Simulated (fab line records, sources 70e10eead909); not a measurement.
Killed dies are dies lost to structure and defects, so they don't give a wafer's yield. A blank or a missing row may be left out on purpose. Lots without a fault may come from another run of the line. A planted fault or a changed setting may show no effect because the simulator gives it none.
fab line records | flow nand_harc | part 1 of 2: steps 1 to 39 of 40
record lots=6 wafers=18 last_day=24
route steps=1159 shown A_STAIRCASE@736 A_SGD_CUT@747 END@1159
lots that met no fault: from a run of the same line without faults
start_h: hours from the record's first day to the start of the lot's first wafer shown | wait_h: hours since the lot's step before | " the same as in the row above | L1.1+2: a row that stands for several wafers | - no value, or no start given | * or withheld: withheld | < > ~ a bound
route shown NAME@n: a module of which the file shows steps, and the number in the route of the first | usual: mean/standard deviation of fault-free wafers | same: alike in all rows | chamber/n: place in a boat | sites: the reading at each site | _std_site: their standard deviation | _edge_site: outer sites' mean less inner sites' | radius_mm: how far each site lies from the wafer's centre | mask NAME#n: copy n | behind: the tool/chamber that last shaped the wafer | hold: why the lot was held/for how many hours/how that ended | device: the transistor (n, p or np) that didn't switch | end of line: the same wafers' tests at the end of the route | a step without rows: its recipe alone | killed: dies lost to structure and defects at the first sort, not the wafer's yield | map: a wafer's dies, x killed, . not, _ none there
set.NAME: the setting as run; set.NAME@STEP: as run at that earlier step | model.NAME: the simulator's own value behind a step, which no gauge read
lots at some steps of the route; a table a step, a row a wafer
services: from which hour (start_h, from the record's first day; less than 0 if before it) a tool's chamber was out of use, for how many hours, and why
## steps
# step NHARC_A_STAIRCASE_SRD_154
# step NHARC_A_STAIRCASE_ETCH_403
# recipe target_depth_a=1082 chemistry=dHF material=SiO2
# step NHARC_A_STAIRCASE_ETCHBACK_422
# recipe target_depth_a=400 over_etch_frac=0.3 time_s=74.286 ion_energy_ev=120 ch3f_flow_sccm=50 o2_flow_sccm=30 ar_flow_sccm=200 rf_w=500 bias_w=100 chemistry=CH3F/O2
# usual ch3f_flow_sccm=50.02/0.15 chamber_pressure_mTorr=24.999/0.022 drypump_motor_current_A=5.6/0.37 oes_product_au=0.95/0.035 rf_vpp_V=244.6/1.8 showerhead_plenum_p_Torr=2.49/0.11 throttle_valve_pct=20.664/0.009
# same time_s=74.286
# columns lot.wafer tool chamber start_h wait_h ch3f_flow_sccm chamber_pressure_mTorr drypump_motor_current_A oes_product_au rf_hours_counter_h rf_vpp_V showerhead_plenum_p_Torr throttle_valve_pct
L955.2 rie_diel-06 0 317.36 0.2 49.96 25.028 5.6 0.94 24 244.3 2.50 20.677
L955.4 " 1 " " 49.93 25.040 5.7 0.92 22 243.9 2.39 20.670
L955.5 " 3 " " 50.08 25.011 4.8 0.92 - 245.7 2.57 20.663
L959.3 rie_diel-13 3 325.12 0.1 50.13 24.996 5.5 0.99 14 241.7 2.29 20.662
L959.2 " 0 " " 50.18 24.980 5.9 1.00 14 246.7 2.65 20.655
L959.5 " 3 " " 49.95 25.030 5.5 1.00 - 241.3 2.29 20.666
L957.3 rie_diel-07 2 325.27 0.1 49.91 25.000 6.3 0.91 33 247.9 2.65 20.666
L957.1 " 3 " " 50.14 25.009 5.7 0.95 33 244.8 2.50 20.668
L957.6 " 2 " " 49.92 25.009 6.3 0.91 - 246.2 2.65 20.667
L971.1 rie_diel-07 1 400.30 0.1 50.01 24.986 5.9 0.92 60 243.9 2.47 20.679
L971.3 " 3 " " 50.19 24.989 5.8 0.94 59 244.0 2.49 20.636
L971.5 " 0 " " 49.95 25.017 5.3 0.92 - 246.9 2.57 20.655
L973.3 rie_diel-07 3 430.09 0.2 50.06 25.000 5.8 0.99 7 244.7 2.49 20.659
L973.4 " 0 " " 49.84 25.007 5.3 0.98 7 245.5 2.57 20.660
L973.5 " 1 " " 50.30 25.021 5.9 0.98 - 245.1 2.47 20.664
L974.3 rie_diel-13 2 431.40 0.1 49.93 24.993 5.3 0.91 43 243.9 2.40 20.672
L974.4 " 3 " " 50.05 24.987 5.5 0.92 55 241.1 2.27 20.644
L974.1 " 0 " " 49.97 24.972 5.9 0.92 56 244.0 2.64 20.653
# step NHARC_A_STAIRCASE_ETCH_423
# recipe target_depth_a=300 chemistry=dHF material=SiO2
# step NHARC_A_STAIRCASE_ETCHBACK_157
# recipe target_depth_a=900 over_etch_frac=0.3 time_s=167.14 ion_energy_ev=120 ch3f_flow_sccm=50 o2_flow_sccm=30 ar_flow_sccm=200 rf_w=500 bias_w=100 chemistry=CH3F/O2
# usual ch3f_flow_sccm=49.99/0.15 chamber_pressure_mTorr=24.998/0.021 drypump_motor_current_A=5.6/0.35 oes_product_au=0.957/0.03 rf_vpp_V=244.7/1.5 showerhead_plenum_p_Torr=2.49/0.1 throttle_valve_pct=20.664/0.0094
# same time_s=167.14
# columns lot.wafer tool chamber start_h wait_h ch3f_flow_sccm chamber_pressure_mTorr drypump_motor_current_A oes_product_au rf_hours_counter_h rf_vpp_V showerhead_plenum_p_Torr throttle_valve_pct
L955.4 rie_diel-06 0 317.68 0.2 49.94 25.063 5.6 0.960 24 244.7 2.50 20.665
L955.2 " 3 " " 49.81 25.000 4.8 0.958 22 247.1 2.57 20.667
L955.5 " 1 " " 49.93 25.020 5.7 0.934 - 241.7 2.39 20.661
L959.2 rie_diel-13 0 325.50 0.2 50.06 24.981 5.9 0.994 15 244.8 2.65 20.668
L959.3 " 3 " " 50.15 25.000 5.5 0.992 14 240.6 2.29 20.652
L959.5 " 1 " " 50.09 24.997 6.1 0.983 - 245.0 2.45 20.672
L957.3 rie_diel-06 2 325.63 0.2 49.88 24.992 5.5 0.940 22 244.1 2.58 20.682
L957.1 " 1 " " 50.11 25.009 5.6 0.914 24 243.0 2.39 20.681
L957.6 " 3 " " 50.03 25.040 4.8 0.921 - 245.3 2.56 20.674
L971.1 rie_diel-06 0 400.65 0.2 49.74 25.064 5.7 0.923 55 245.9 2.49 20.652
L971.3 " 1 " " 49.87 25.010 5.7 0.909 54 244.3 2.38 20.647
L971.5 " 0 " " 50.10 24.982 5.7 0.925 - 245.2 2.49 20.650
L973.3 rie_diel-07 0 430.42 0.2 49.80 25.004 5.3 0.977 7 246.0 2.57 20.673
L973.4 " 1 " " 50.19 25.016 5.8 0.987 6 242.5 2.47 20.669
L973.5 " 0 " " 49.98 24.993 5.3 0.982 - 245.8 2.57 20.667
L974.1 rie_diel-13 2 431.76 0.2 50.29 25.029 5.3 0.941 43 244.8 2.40 20.667
L974.3 " 0 " " 50.14 25.005 5.9 0.931 56 246.2 2.64 20.651
L974.4 " 1 " " 49.94 25.002 6.1 0.932 50 244.4 2.44 20.664
# step NHARC_A_STAIRCASE_STRIP_475
# recipe time_s=20 o2_flow_sccm=500 ar_flow_sccm=0 bias_w=0 chemistry=O2
# step NHARC_A_STAIRCASE_DEP_471
# recipe target_thk_a=1000 temp_c=400 pressure_torr=6.5 rf_w=900 teos_flow_sccm=161.4 flow_sccm=2650 target_thk_nm=100 gas=O2 material=SiO2
# step NHARC_A_STAIRCASE_CMP_472
# recipe material=SiO2
# step NHARC_A_STAIRCASE_SRD_474
# step NHARC_A_STAIRCASE_INSPECT_155
# usual raw_defect_count=343/120
# columns lot.wafer tool chamber start_h wait_h raw_defect_count
L955.2 defect_inspect-02 - 318.59 0.1 312
L955.4 " - " " 403
L955.5 " - " " 349
L959.2 defect_inspect-01 - 327.00 0.1 397
L959.3 " - " " 271
L959.5 " - " " 275
L957.1 defect_inspect-02 - 327.16 0.1 274
L957.3 " - " " 304
L957.6 " - " " 298
L971.1 defect_inspect-02 - 401.54 0.1 404
L971.3 " - " " 469
L971.5 " - " " 383
L973.3 defect_inspect-01 - 431.33 0.1 345
L973.4 " - " " 272
L973.5 " - " " 334
L974.1 defect_inspect-02 - 432.68 0.1 341
L974.3 " - " " 401
L974.4 " - " " 417
# step NHARC_A_SGD_CUT_DEP_00
# recipe target_thk_a=500 temp_c=400 target_thk_nm=50 flow_sccm=200 rf_w=450 material=SiNx
# usual heater_power_w=650/120
# columns lot.wafer tool chamber start_h wait_h heater_power_w
L955.2 pecvd-04 0 318.72 0.1 582
L955.4 " 1 " " 594
L955.5 " 0 " " 606
L959.2 pecvd-04 1 327.12 0.1 681
L959.3 " 0 " " 675
L959.5 " 2 " " 918
L957.3 pecvd-04 0 327.29 0.1 656
L957.1 " 1 " " 550
L957.6 " 0 " " 646
L971.1 pecvd-01 2 401.61 0.1 510
L971.3 " 0 " " 672
L971.5 " 0 " " 703
L973.3 pecvd-01 0 431.46 0.1 683
L973.5 " 1 " " 705
L973.4 " 0 " " 683
L974.1 pecvd-01 1 432.75 0.1 750
L974.3 " 2 " " 500
L974.4 " 2 " " 494
# step NHARC_A_SGD_CUT_DEHYDRATE_01
# recipe temp_c=150 time_s=120
# step NHARC_A_SGD_CUT_HMDS_02
# recipe time_s=30
# step NHARC_A_SGD_CUT_COAT_56
# recipe temp_c=260 time_s=75
# step NHARC_A_SGD_CUT_COAT_57
# recipe temp_c=225 time_s=65
# step NHARC_A_SGD_CUT_COAT_03
# recipe spin_rpm=1500 resist_thk_nm=90
# step NHARC_A_SGD_CUT_SOFTBAKE_04
# recipe temp_c=105 time_s=55
# step NHARC_A_SGD_CUT_EBR_05
# step NHARC_A_SGD_CUT_EXPOSE_06
# recipe na=1.35 dose_mj=85.59 mask_id=SGD
# step NHARC_A_SGD_CUT_PEB_07
# recipe peb_temp_c=100 peb_time_s=65
# step NHARC_A_SGD_CUT_DEVELOP_08
# recipe develop_time_s=35 dev_temp_c=23
# step NHARC_A_SGD_CUT_CD_MEAS_09
# recipe target_cd_nm=100 landing_energy_ev=500
# usual cd_nm=99.9/0.58
# columns lot.wafer tool chamber start_h wait_h cd_nm
L955.2 cd_sem-01 0 319.39 - 100.5
L955.4 " 0 " " 99.7
L955.5 " 0 " " 100.8
L959.2 cd_sem-03 0 327.85 - 99.4
L959.3 " 0 " " 101.3
L959.5 " 0 " " 99.8
L957.1 cd_sem-03 0 328.04 - 99.3
L957.3 " 0 " " 99.1
L957.6 " 0 " " 99.5
L971.1 cd_sem-01 0 402.21 - 100.8
L971.3 " 0 " " 100.3
L971.5 " 0 " " 100.2
L973.3 cd_sem-01 0 432.12 - 100.0
L973.4 " 0 " " 99.7
L973.5 " 0 " " 100.2
L974.1 cd_sem-01 0 433.47 - 99.5
L974.3 " 0 " " 100.7
L974.4 " 0 " " 100.1
# step NHARC_A_SGD_CUT_OVL_MEAS_10
# usual overlay_x_nm=-0.3/0.72 overlay_y_nm=-0.3/0.91
# columns lot.wafer tool chamber start_h wait_h overlay_x_nm overlay_y_nm
L955.2 overlay-01 - 319.48 - -0.4 0.0
L955.4 " - " " -0.7 0.2
L955.5 " - " " -0.6 0.5
L959.2 overlay-02 - 327.93 - -0.6 -0.7
L959.3 " - " " -0.2 -0.7
L959.5 " - " " -0.3 -1.1
L957.1 overlay-02 - 328.13 - 0.3 0.8
L957.3 " - " " 0.0 1.3
L957.6 " - " " -0.2 0.6
L971.1 overlay-02 - 402.29 - -0.4 -1.1
L971.3 " - " " -0.1 -0.7
L971.5 " - " " 0.0 -1.6
L973.3 overlay-02 - 432.21 - 0.3 -0.5
L973.4 " - " " 0.8 -0.8
L973.5 " - " " 0.0 -0.9
L974.1 overlay-02 - 433.56 - -0.1 -2.9
L974.3 " - " " 0.3 -2.9
L974.4 " - " " -0.2 -2.4
# step NHARC_A_SGD_CUT_INSPECT_11
# usual raw_defect_count=19/10
# columns lot.wafer tool chamber start_h wait_h raw_defect_count
L955.2 defect_inspect-02 - 319.51 0.0 14
L955.4 " - " " 25
L955.5 " - " " 21
L959.2 defect_inspect-02 - 327.97 0.0 21
L959.3 " - " " 27
L959.5 " - " " 17
L957.1 defect_inspect-02 - 328.17 0.0 5
L957.3 " - " " 8
L957.6 " - " " 3
L971.1 defect_inspect-01 - 402.33 0.0 11
L971.3 " - " " 12
L971.5 " - " " 10
L973.3 defect_inspect-02 - 432.24 0.0 33
L973.4 " - " " 35
L973.5 " - " " 33
L974.1 defect_inspect-01 - 433.60 0.0 40
L974.3 " - " " 35
L974.4 " - " " 47
# step NHARC_A_SGD_CUT_DESCUM_14
# recipe time_s=3 o2_flow_sccm=200 ar_flow_sccm=0 bias_power_w=0 chemistry=O2
# step NHARC_A_SGD_CUT_ETCH_58
# recipe target_depth_a=390 over_etch_frac=0.3 time_s=65 ion_energy_ev=80 cf4_flow_sccm=150 ar_flow_sccm=0 rf_w=300 bias_w=100 chemistry=CF4
# step NHARC_A_SGD_CUT_ETCH_59
# recipe target_depth_a=2600 over_etch_frac=0.25 time_s=406.25 ion_energy_ev=200 n2_flow_sccm=150 h2_flow_sccm=150 ar_flow_sccm=0 rf_w=400 bias_w=150 chemistry=N2/H2
# step NHARC_A_SGD_CUT_ETCH_15
# recipe target_depth_a=750 time_s=64.3 ch3f_flow_sccm=50 o2_flow_sccm=30 ar_flow_sccm=200 rf_w=500 bias_w=100 chemistry=CH3F/O2
# usual ch3f_flow_sccm=50.00/0.15 chamber_pressure_mTorr=25.000/0.021 drypump_motor_current_A=5.6/0.49 oes_product_au=0.960/0.018 rf_vpp_V=264.5/1.5 showerhead_plenum_p_Torr=2.50/0.079 throttle_valve_pct=20.663/0.0089
# same time_s=64.3
# columns lot.wafer tool chamber start_h wait_h ch3f_flow_sccm chamber_pressure_mTorr drypump_motor_current_A oes_product_au rf_hours_counter_h rf_vpp_V showerhead_plenum_p_Torr throttle_valve_pct
L955.4 rie_diel-04 0 - - 50.39 24.982 6.0 0.971 2 264.0 2.51 20.662
L955.2 " 1 " " 49.95 25.002 5.2 0.939 2 264.6 2.41 20.666
L955.5 " 3 " " 49.72 24.987 5.3 0.960 - 265.4 2.53 20.675
L959.3 rie_diel-01 1 - - 50.17 24.968 6.3 0.970 1 266.2 2.62 20.671
L959.2 " 2 " " 49.77 25.027 6.5 0.983 1 264.0 2.50 20.656
L959.5 " 2 " " 49.93 24.963 6.5 0.979 - 265.1 2.50 20.651
L957.1 rie_diel-04 3 - - 50.11 25.017 5.3 0.929 3 262.0 2.53 20.664
L957.3 " 1 " " 49.89 24.983 5.2 0.931 3 263.5 2.41 20.650
L957.6 " 1 " " 50.09 24.982 5.3 0.918 - 262.9 2.41 20.665
L971.1 rie_diel-04 2 - - 49.97 24.976 4.8 0.990 13 264.4 2.52 20.674
L971.3 " 0 " " 49.78 25.015 6.0 0.956 9 264.7 2.51 20.659
L971.5 " 1 " " 50.14 24.986 5.3 0.959 - 263.2 2.41 20.667
L973.4 rie_diel-01 0 - - 49.82 24.977 6.0 0.944 9 267.0 2.52 20.662
L973.3 " 3 " " 49.83 25.010 5.4 0.978 10 262.6 2.39 20.658
L973.5 " 1 " " 49.81 25.007 6.3 0.948 - 266.9 2.61 20.658
L974.1 rie_diel-02 1 - - 50.13 24.999 5.0 0.987 10 263.8 2.52 20.670
L974.3 " 3 " " 50.05 25.020 5.5 0.961 10 267.0 2.62 20.663
L974.4 " 0 " " 49.90 24.986 5.9 0.978 8 263.3 2.35 20.664
# step NHARC_A_SGD_CUT_ETCH_16
# recipe target_depth_a=3105 time_s=155.2 c4f8_flow_sccm=withheld o2_flow_sccm=8 ar_flow_sccm=withheld rf_w=600 bias_w=800 chemistry=C4F8/O2/Ar
# usual chamber_pressure_mTorr=24.996/0.025 oes_product_au=0.971/0.015 rf_vpp_V=725/3.3
# same time_s=155.2
# columns lot.wafer tool chamber start_h wait_h chamber_pressure_mTorr oes_product_au rf_hours_counter_h rf_vpp_V
L955.4 rie_diel-04 2 - - 24.918 0.984 2 726
L955.2 " 0 " " 24.965 0.992 2 726
L955.5 " 2 " " 24.982 0.989 - 726
L959.3 rie_diel-01 3 - - 25.003 0.970 1 721
L959.2 " 0 " " 24.991 0.918 0 726
L959.5 " 0 " " 25.008 0.923 - 725
L957.3 rie_diel-04 2 - - 24.994 0.956 3 726
L957.1 " 3 " " 25.039 0.946 3 726
L957.6 " 2 " " 24.996 0.967 - 724
L971.1 rie_diel-04 3 - - 25.048 0.967 13 726
L971.3 " 0 " " 24.994 0.968 9 725
L971.5 " 0 " " 24.997 0.978 - 726
L973.4 rie_diel-01 3 - - 24.991 0.977 10 721
L973.3 " 2 " " 24.981 0.961 9 725
L973.5 " 3 " " 25.033 0.990 - 720
L974.4 rie_diel-02 3 - - 25.000 0.963 10 728
L974.1 " 0 " " 25.001 0.978 8 719
L974.3 " 2 " " 25.025 0.977 10 726
# step NHARC_A_SGD_CUT_STRIP_60
# recipe c4f8_flow_sccm=withheld o2_flow_sccm=8 ar_flow_sccm=withheld bias_w=0 chemistry=C4F8/O2/Ar
# step NHARC_A_SGD_CUT_STRIP_17
# recipe o2_flow_sccm=500 ar_flow_sccm=0 bias_w=0 chemistry=O2
# step NHARC_A_SGD_CUT_PRECLEAN_18
# recipe time_s=* temp_c=50 bath_age_min=0 chemistry=SC1
# step NHARC_A_SGD_CUT_SRD_19
# step NHARC_A_SGD_CUT_DEP_20
# recipe target_thk_a=1500 temp_c=65 material=SiO2
# step NHARC_A_SGD_CUT_ANNEAL_27
# recipe temp_c=450 time_s=1800
# step NHARC_A_SGD_CUT_CMP_21
# recipe target_thk_nm=148.19
# usual motor_current_A=12.2/0.76 time_to_endpoint_s=52/4.1
# columns lot.wafer tool chamber start_h wait_h motor_current_A time_to_endpoint_s
L955.2 cmp-01 2 324.99 0.4 12.0 54
L955.4 " 0 " " 10.5 52
L955.5 " 1 " " 13.2 54
L957.1 cmp-01 3 334.69 0.4 11.6 52
L957.3 " 2 " " 11.7 56
L957.6 " 0 " " 10.6 49
L959.3 cmp-03 2 334.69 0.4 13.1 48
L959.2 " 1 " " 11.6 47
L959.5 " 3 " " 12.6 52
L971.1 cmp-01 0 407.87 0.4 10.6 50
L971.3 " 1 " " 12.5 50
L971.5 " 0 " " 11.1 49
L974.3 cmp-04 3 438.71 0.4 11.9 58
L974.1 " 0 " " 13.3 49
L974.4 " 2 " " 11.9 55
L973.4 cmp-01 3 438.74 0.4 11.3 49
L973.3 " 0 " " 11.0 48
L973.5 " 2 " " 11.9 51
# step NHARC_A_SGD_CUT_SRD_23
# step NHARC_A_SGD_CUT_ETCH_26
# recipe target_depth_a=458 chemistry=dHF material=SiO2
# step NHARC_A_SGD_CUT_ETCHBACK_24
# recipe target_depth_a=500 over_etch_frac=0.3 time_s=92.857 ion_energy_ev=120 ch3f_flow_sccm=50 o2_flow_sccm=30 ar_flow_sccm=200 rf_w=500 bias_w=100 chemistry=CH3F/O2
